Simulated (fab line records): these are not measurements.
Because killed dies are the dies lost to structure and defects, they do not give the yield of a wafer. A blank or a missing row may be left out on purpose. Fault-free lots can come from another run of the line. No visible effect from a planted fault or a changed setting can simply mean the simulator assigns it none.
Which tool is to blame? / flow nandHarc / Sampling: 12 lots, 36 wafers, 6 of 1302 route steps

== WHAT EACH GAUGE READ, for each wafer ==
NHARC_P_GATE_CD_MEAS_91: target cd 2000 nm.
lot=L454; measured=day 6 11:37; on=cdSem-03; cdNm (nm)=2002.5 1998.0 1999.5
lot=L456; measured=day 7 13:11; on=cdSem-02; cdNm (nm)=2000.5 2003.6 2001.2
lot=L458; measured=day 8 04:13; on=cdSem-01; cdNm (nm)=1999.5 1998.7 1997.2
lot=L460; measured=day 9 04:22; on=cdSem-01; cdNm (nm)=2056.8 2054.3 2053.6
lot=L464; measured=day 10 23:47; on=cdSem-02; cdNm (nm)=2052.7 2052.5 2054.7
lot=L466; measured=day 11 20:26; on=cdSem-03; cdNm (nm)=2052.2 2051.3 2053.6
lot=L467; measured=day 11 21:16; on=cdSem-03; cdNm (nm)=1999.6 2000.4 2003.0
lot=L468; measured=day 12 09:34; on=cdSem-03; cdNm (nm)=2001.9 2000.3 2000.9
lot=L470; measured=day 12 23:58; on=cdSem-03; cdNm (nm)=1997.7 1999.0 1999.3
lot=L471; measured=day 13 15:45; on=cdSem-01; cdNm (nm)=2001.3 1998.4 1996.9
lot=L472; measured=day 13 22:32; on=cdSem-03; cdNm (nm)=2000.0 2001.3 2000.3
lot=L473; measured=day 14 14:08; on=cdSem-02; cdNm (nm)=1998.8 1998.7 1998.6

NHARC_END_SORT_01.
lot=L471; measured=day 33 01:20; on=prober-01; killedAtArray=80 88 80; killedAtOther=2 0 0; killedAtPeriphery=2 4 1; killedDies=84 92 81; killedOpen=0 7 2; killedShort=4 3 4

== WHAT TOOL EACH LOT RAN ON (gives the tool, then ch and the chambers of the sampled wafers, and finally the start) ==
lot=L454; NHARC_P_GATE_STRIP_76=plasmaAsher-02 ch 0,1, day 6 10:43; NHARC_P_GATE_EXPOSE_88=krfScanner-04 ch 0, day 6 11:28; NHARC_P_GATE_STRIP_113=plasmaAsher-02 ch 0,1, day 6 12:16; NHARC_P_CONTACT_DEP_30=pecvd-04 ch 1,2, day 6 14:48
lot=L456; NHARC_P_GATE_STRIP_76=plasmaAsher-01 ch 0,1, day 7 12:17; NHARC_P_GATE_EXPOSE_88=krfScanner-01 ch 0, day 7 13:02; NHARC_P_GATE_STRIP_113=plasmaAsher-01 ch 0,1, day 7 13:50; NHARC_P_CONTACT_DEP_30=pecvd-04 ch 0,2, day 7 16:41
lot=L458; NHARC_P_GATE_STRIP_76=plasmaAsher-02 ch 0,1, day 8 03:17; NHARC_P_GATE_EXPOSE_88=krfScanner-03 ch 0, day 8 04:03; NHARC_P_GATE_STRIP_113=plasmaAsher-02 ch 0,1, day 8 04:44; NHARC_P_CONTACT_DEP_30=pecvd-04 ch 0,2, day 8 07:22
lot=L460; NHARC_P_GATE_STRIP_76=plasmaAsher-02 ch 0,1, day 9 03:35; NHARC_P_GATE_EXPOSE_88=krfScanner-01 ch 0, day 9 04:13; NHARC_P_GATE_STRIP_113=plasmaAsher-01 ch 0,1, day 9 05:01; NHARC_P_CONTACT_DEP_30=pecvd-02 ch 1,2, day 9 07:30
lot=L464; NHARC_P_GATE_STRIP_76=plasmaAsher-02 ch 0,1, day 10 22:52; NHARC_P_GATE_EXPOSE_88=krfScanner-01 ch 0, day 10 23:38; NHARC_P_GATE_STRIP_113=plasmaAsher-01 ch 0,1, day 11 00:19; NHARC_P_CONTACT_DEP_30=pecvd-02 ch 1,2, day 11 02:58
lot=L466; NHARC_P_GATE_STRIP_76=plasmaAsher-02 ch 0,1, day 11 19:30; NHARC_P_GATE_EXPOSE_88=krfScanner-01 ch 0, day 11 20:16; NHARC_P_GATE_STRIP_113=plasmaAsher-02 ch 0,1, day 11 21:05; NHARC_P_CONTACT_DEP_30=pecvd-04 ch 0,1,2, day 11 23:37
lot=L467; NHARC_P_GATE_STRIP_76=plasmaAsher-01 ch 0,1, day 11 20:21; NHARC_P_GATE_EXPOSE_88=krfScanner-04 ch 0, day 11 21:07; NHARC_P_GATE_STRIP_113=plasmaAsher-01 ch 0,1, day 11 21:47; NHARC_P_CONTACT_DEP_30=pecvd-03 ch 0,1,2, day 12 00:28
lot=L468; NHARC_P_GATE_STRIP_76=plasmaAsher-02 ch 0,1, day 12 08:43; NHARC_P_GATE_EXPOSE_88=krfScanner-04 ch 0, day 12 09:25; NHARC_P_GATE_STRIP_113=plasmaAsher-01 ch 0,1, day 12 10:06; NHARC_P_CONTACT_DEP_30=pecvd-02 ch 0,2, day 12 12:46
lot=L470; NHARC_P_GATE_STRIP_76=plasmaAsher-02 ch 0,1, day 12 23:10; NHARC_P_GATE_EXPOSE_88=krfScanner-04 ch 0, day 12 23:49; NHARC_P_GATE_STRIP_113=plasmaAsher-01 ch 0,1, day 13 00:37; NHARC_P_CONTACT_DEP_30=pecvd-03 ch 0,2, day 13 03:10
lot=L471; NHARC_P_GATE_STRIP_76=plasmaAsher-01 ch 0,1, day 13 14:49; NHARC_P_GATE_EXPOSE_88=krfScanner-04 ch 0, day 13 15:35; NHARC_P_GATE_STRIP_113=plasmaAsher-02 ch 0,1, day 13 16:17; NHARC_P_CONTACT_DEP_30=pecvd-04 ch 1,2, day 13 18:54
lot=L472; NHARC_P_GATE_STRIP_76=plasmaAsher-02 ch 0,1, day 13 21:46; NHARC_P_GATE_EXPOSE_88=krfScanner-04 ch 0, day 13 22:23; NHARC_P_GATE_STRIP_113=plasmaAsher-01 ch 0,1, day 13 23:13; NHARC_P_CONTACT_DEP_30=pecvd-03 ch 0,2, day 14 01:41
lot=L473; NHARC_P_GATE_STRIP_76=plasmaAsher-01 ch 0,1, day 14 13:14; NHARC_P_GATE_EXPOSE_88=krfScanner-03 ch 0, day 14 13:59; NHARC_P_GATE_STRIP_113=plasmaAsher-01 ch 0, day 14 14:47; NHARC_P_CONTACT_DEP_30=pecvd-04 ch 0,1, day 14 17:16
- NHARC_P_GATE_STRIP_76: strips in O2.
- NHARC_P_GATE_EXPOSE_88: exposes mask P HVN, target cd 2000 nm.
- NHARC_P_GATE_STRIP_113: strips in N2/H2, time 740 s.
- NHARC_P_CONTACT_DEP_30: deposits SiNx, target thk 30 nm.

== WHAT THE TOOLS THEMSELVES READ (means of the sampled wafers that have a number; where no wafer has one, the mark that the record gives instead) ==
NHARC_P_GATE_STRIP_76.
lot=L454; tool=plasmaAsher-02; drypumpMotorCurrentA (A)=6.0; heaterPowerW (W)=354; tempC (C)=249.95
lot=L456; tool=plasmaAsher-01; drypumpMotorCurrentA (A)=5.4; heaterPowerW (W)=373; tempC (C)=250.10
lot=L458; tool=plasmaAsher-02; drypumpMotorCurrentA (A)=5.9; heaterPowerW (W)=364; tempC (C)=249.99
lot=L460; tool=plasmaAsher-02; drypumpMotorCurrentA (A)=6.0; heaterPowerW (W)=358; tempC (C)=249.89
lot=L464; tool=plasmaAsher-02; drypumpMotorCurrentA (A)=6.0; heaterPowerW (W)=360; tempC (C)=249.84
lot=L466; tool=plasmaAsher-02; drypumpMotorCurrentA (A)=6.0; heaterPowerW (W)=382; tempC (C)=250.07
lot=L467; tool=plasmaAsher-01; drypumpMotorCurrentA (A)=5.7; heaterPowerW (W)=347; tempC (C)=250.06
lot=L468; tool=plasmaAsher-02; drypumpMotorCurrentA (A)=5.9; heaterPowerW (W)=388; tempC (C)=250.14
lot=L470; tool=plasmaAsher-02; drypumpMotorCurrentA (A)=6.0; heaterPowerW (W)=380; tempC (C)=249.89
lot=L471; tool=plasmaAsher-01; drypumpMotorCurrentA (A)=5.4; heaterPowerW (W)=366; tempC (C)=250.12
lot=L472; tool=plasmaAsher-02; drypumpMotorCurrentA (A)=6.0; heaterPowerW (W)=381; tempC (C)=250.08
lot=L473; tool=plasmaAsher-01; drypumpMotorCurrentA (A)=5.4; heaterPowerW (W)=364; tempC (C)=249.96

NHARC_P_GATE_EXPOSE_88.
lot=L454 tool=krfScanner-04 exposureDoseMJCm2=11.866
lot=L456 tool=krfScanner-01 exposureDoseMJCm2=11.859
lot=L458 tool=krfScanner-03 exposureDoseMJCm2=11.869
lot=L460 tool=krfScanner-01 exposureDoseMJCm2=16.121
lot=L464 tool=krfScanner-01 exposureDoseMJCm2=16.116
lot=L466 tool=krfScanner-01 exposureDoseMJCm2=16.132
lot=L467 tool=krfScanner-04 exposureDoseMJCm2=11.879
lot=L468 tool=krfScanner-04 exposureDoseMJCm2=11.873
lot=L470 tool=krfScanner-04 exposureDoseMJCm2=11.876
lot=L471 tool=krfScanner-04 exposureDoseMJCm2=11.862
lot=L472 tool=krfScanner-04 exposureDoseMJCm2=11.883
lot=L473 tool=krfScanner-03 exposureDoseMJCm2=11.864

NHARC_P_GATE_STRIP_113.
lot=L454; tool=plasmaAsher-02; drypumpMotorCurrentA (A)=5.9; heaterPowerW (W)=99; tempC (C)=109.97
lot=L456; tool=plasmaAsher-01; drypumpMotorCurrentA (A)=5.4; heaterPowerW (W)=97; tempC (C)=110.04
lot=L458; tool=plasmaAsher-02; drypumpMotorCurrentA (A)=6.0; heaterPowerW (W)=95; tempC (C)=109.98
lot=L460; tool=plasmaAsher-01; drypumpMotorCurrentA (A)=5.4; heaterPowerW (W)=98; tempC (C)=109.93
lot=L464; tool=plasmaAsher-01; drypumpMotorCurrentA (A)=5.7; heaterPowerW (W)=92; tempC (C)=109.91
lot=L466; tool=plasmaAsher-02; drypumpMotorCurrentA (A)=6.0; heaterPowerW (W)=101; tempC (C)=109.94
lot=L467; tool=plasmaAsher-01; drypumpMotorCurrentA (A)=5.7; heaterPowerW (W)=93; tempC (C)=110.10
lot=L468; tool=plasmaAsher-01; drypumpMotorCurrentA (A)=5.4; heaterPowerW (W)=98; tempC (C)=110.07
lot=L470; tool=plasmaAsher-01; drypumpMotorCurrentA (A)=5.4; heaterPowerW (W)=97; tempC (C)=110.17
lot=L471; tool=plasmaAsher-02; drypumpMotorCurrentA (A)=5.9; heaterPowerW (W)=105; tempC (C)=109.96
lot=L472; tool=plasmaAsher-01; drypumpMotorCurrentA (A)=5.4; heaterPowerW (W)=99; tempC (C)=110.09
lot=L473; tool=plasmaAsher-01; drypumpMotorCurrentA (A)=6.0; heaterPowerW (W)=87; tempC (C)=109.96

NHARC_P_CONTACT_DEP_30.
lot=L454; tool=pecvd-04; heaterPowerW (W)=517
lot=L456; tool=pecvd-04; heaterPowerW (W)=554
lot=L458; tool=pecvd-04; heaterPowerW (W)=599
lot=L460; tool=pecvd-02; heaterPowerW (W)=643
lot=L464; tool=pecvd-02; heaterPowerW (W)=802
lot=L466; tool=pecvd-04; heaterPowerW (W)=613
lot=L467; tool=pecvd-03; heaterPowerW (W)=766
lot=L468; tool=pecvd-02; heaterPowerW (W)=543
lot=L470; tool=pecvd-03; heaterPowerW (W)=805
lot=L471; tool=pecvd-04; heaterPowerW (W)=690
lot=L472; tool=pecvd-03; heaterPowerW (W)=739
lot=L473; tool=pecvd-04; heaterPowerW (W)=674

== THE ANSWER, worked out from the rows above alone ==
Rule: the lots themselves supply what counts as usual. Put in order of their means at a reading, lots are off if they are a third of the lots or fewer, leave a main group of 4 or more, and stand apart from it by a gap of 3 or more times the standard deviation of the main group's means; of several such gaps the widest counts. The tables above print the reading to a certain number of digits; a main group whose means all agree to those digits is not used. Also off: a lot with no number at a reading for which 4 or more lots have one. The other lots that the step has rows for count as sound. After the gauges, taken in route order, come the tools' own readings; for these a lot's mean is taken, as printed above. At the first step where some lot is off, the reading lying furthest off is the one used; lots without a number count as furthest.
Off: L460, L464, L466 (NHARC_P_GATE_CD_MEAS_91, cdNm). Main group: mean 1999.9 nm, sd 1.2.
If a tool, at a process step before that reading, ran all the lots that are off and no sound lot after the first of them, it fits. The gauges at NHARC_P_GATE_CD_MEAS_91 aren't tried: what is off there is off at NHARC_P_GATE_EXPOSE_88 too, on other tools, and a gauge's error can't cause that. One candidate fits, namely krfScanner-01 at NHARC_P_GATE_EXPOSE_88. Its last sound lot is L456 (day 7 13:02), its first lot that is off L460 (day 9 04:13): a fault that began between those two fits.
The tool's own readings at NHARC_P_GATE_EXPOSE_88 bear it out: on the lots that are off they differ by more than 5 times the standard deviation of the sound lots' means. exposureDoseMJCm2 reads 16.123 there against 11.870 on the sound lots.

== WHAT THE SIMULATOR HAD PUT IN ==
Drift in process parameters on krfScanner-01 at NHARC_P_GATE_EXPOSE_88, starting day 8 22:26. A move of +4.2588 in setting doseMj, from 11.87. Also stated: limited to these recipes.
Struck lots among those shown: L460, L464, L466. This agrees with what the rule above found.
